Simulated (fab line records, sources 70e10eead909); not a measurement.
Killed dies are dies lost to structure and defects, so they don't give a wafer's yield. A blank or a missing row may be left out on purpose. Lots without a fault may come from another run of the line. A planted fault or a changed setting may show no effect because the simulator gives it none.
Which tool did it? | flow nand_harc | 6 lots, 18 wafers sampled, at 5 steps of a route of 1302

WHAT THE GAUGES READ, wafer by wafer
NHARC_END_SORT_01.
lot  | measured     | on        | killed_at_array
L106 | day 27 21:23 | prober-02 | 51 53 61

WHICH TOOL RAN EACH LOT (tool, then ch and the chambers of the sampled wafers, then the start)
lot  | NHARC_A_STAIRCASE_ETCH_27                     | NHARC_A_STAIRCASE_TRIM_193         | NHARC_A_STAIRCASE_ETCH_199                    | NHARC_A_STAIRCASE_TRIM_200
L998 | rie_diel-02 ch 0,1, day 15 21:35 or earlier   | rie_diel-08 ch 0,2, day 15 21:35   | rie_diel-03 ch 1,2, no start                  | rie_diel-03 ch 0,3, no start
L106 | rie_diel-08 ch 0,2,3, day 19 06:19 or earlier | rie_diel-03 ch 0,1,3, day 19 06:19 | rie_diel-03 ch 0,2,3, day 27 21:23 or earlier | rie_diel-03 ch 1,2,3, day 27 21:23 or earlier
L108 | rie_diel-02 ch 1,3, day 20 14:56 or earlier   | rie_diel-03 ch 0,3, day 20 14:56   | rie_diel-03 ch 0,2,3, no start                | rie_diel-03 ch 0,3, no start
L116 | rie_diel-03 ch 1,2, day 23 23:32 or earlier   | rie_diel-03 ch 0,2,3, day 23 23:32 | rie_diel-03 ch 0,1,3, no start                | rie_diel-03 ch 0,1, no start
L117 | rie_diel-02 ch 0,1, day 24 12:03 or earlier   | rie_diel-03 ch 0,3, day 24 12:03   | rie_diel-02 ch 1,2,3, no start                | rie_diel-02 ch 0,1,3, no start
L119 | rie_diel-03 ch 0,1,2, day 25 01:55 or earlier | rie_diel-03 ch 0,2,3, day 25 01:55 | rie_diel-08 ch 1,2,3, no start                | rie_diel-08 ch 0,1,2, no start
- NHARC_A_STAIRCASE_ETCH_27: etches the open film in C4F8/O2, target depth 100 nm, time 40.5 s.
- NHARC_A_STAIRCASE_TRIM_193: chemistry O2, time 211.2 s.
- NHARC_A_STAIRCASE_ETCH_199: etches the open film in C4F8/O2, target depth 100 nm, time 40.5 s.
- NHARC_A_STAIRCASE_TRIM_200: chemistry O2, time 211.2 s.

THE ANSWER, worked out from the rows above alone
Rule: what is usual is taken from the lots themselves. Put in order of their means at a reading, lots are off if they are a third of the lots or fewer, leave a main group of 4 or more, and stand apart from it by a gap of 3 or more times the standard deviation of the main group's means; of several such gaps the widest counts. A main group whose means are all the same, to the digits that the tables above print for the reading, isn't used. A lot without any number at a reading at which 4 lots or more have one is off too. The other lots that the step has rows for count as sound.
No lot is off at any reading shown: from this, nothing can be told.

WHAT THE SIMULATOR HAD PUT IN
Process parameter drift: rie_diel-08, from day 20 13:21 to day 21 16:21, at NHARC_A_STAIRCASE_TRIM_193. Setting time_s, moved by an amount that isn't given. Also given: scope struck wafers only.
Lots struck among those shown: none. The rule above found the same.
